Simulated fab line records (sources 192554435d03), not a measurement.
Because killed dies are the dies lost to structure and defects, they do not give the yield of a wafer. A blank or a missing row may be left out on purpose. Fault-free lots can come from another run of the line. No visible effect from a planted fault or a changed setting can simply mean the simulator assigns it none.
Chamber matching :: flow n5-finfet :: rie-si-03 running N5_FIN_SAQP_ETCH_65: 4 sister chambers
The step etches SiO2 in CF4, target depth 4 nm, time 4.4 s. 8 wafers are shown with their chamber, then 8 later ones without.

WAFERS, EACH WITH ITS CHAMBER
wafer: L080.1
chamber: 2
throttle-valve-pct (%): 21.66
oes-product-au (a.u.): 0.993

wafer: L083.4
chamber: 0
throttle-valve-pct (%): 21.71
oes-product-au (a.u.): 1.008

wafer: L085.4
chamber: 0
throttle-valve-pct (%): 21.69
oes-product-au (a.u.): 1.006

wafer: L085.6
chamber: 2
throttle-valve-pct (%): 21.68
oes-product-au (a.u.): 1.004

wafer: L089.1
chamber: 1
throttle-valve-pct (%): 21.83
oes-product-au (a.u.): 1.003

wafer: L089.4
chamber: 3
throttle-valve-pct (%): 22.20
oes-product-au (a.u.): 0.957

wafer: L089.6
chamber: 1
throttle-valve-pct (%): 21.84
oes-product-au (a.u.): 1.007

wafer: L090.2
chamber: 3
throttle-valve-pct (%): 22.17
oes-product-au (a.u.): 0.955

WAFERS MISSING THEIR CHAMBER
wafer: L090.3
throttle-valve-pct (%): 21.70
oes-product-au (a.u.): 1.003

wafer: L090.4
throttle-valve-pct (%): 21.68
oes-product-au (a.u.): 0.998

wafer: L092.1
throttle-valve-pct (%): 22.19
oes-product-au (a.u.): 0.952

wafer: L092.2
throttle-valve-pct (%): 21.83
oes-product-au (a.u.): 1.004

wafer: L092.5
throttle-valve-pct (%): 21.70
oes-product-au (a.u.): 1.004

wafer: L093.2
throttle-valve-pct (%): 21.82
oes-product-au (a.u.): 1.010

wafer: L093.4
throttle-valve-pct (%): 21.70
oes-product-au (a.u.): 0.995

wafer: L093.5
throttle-valve-pct (%): 22.18
oes-product-au (a.u.): 0.958

WHICH CHAMBER EACH ONE RAN IN
wafer: L090.3
from the rows above: can't be placed: 0 or 2
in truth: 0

wafer: L090.4
from the rows above: can't be placed: 2 or 0
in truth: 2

wafer: L092.1
from the rows above: 3
in truth: 3

wafer: L092.2
from the rows above: 1
in truth: 1

wafer: L092.5
from the rows above: can't be placed: 0 or 2
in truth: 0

wafer: L093.2
from the rows above: 1
in truth: 1

wafer: L093.4
from the rows above: can't be placed: 2 or 0
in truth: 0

wafer: L093.5
from the rows above: 3
in truth: 3
4 of 8 placed correctly. Unplaceable from these rows: 4, with the true chamber sitting among the candidates in 4. Placed wrongly: 0.
How it was worked out, from the rows above alone: a wafer's distance from a chamber is the root of the sum, over the readings, of the square of ((its reading less the chamber's mean) divided by the reading's scatter). The wafer belongs to the nearest chamber; if the next one is less than 2 further off, it can't be placed. The mean given for a chamber averages the wafers shown for that chamber. The scatter: the root of (the sum of the squares of (reading less its chamber's mean) over the shown wafers, divided by (wafers less chambers)).
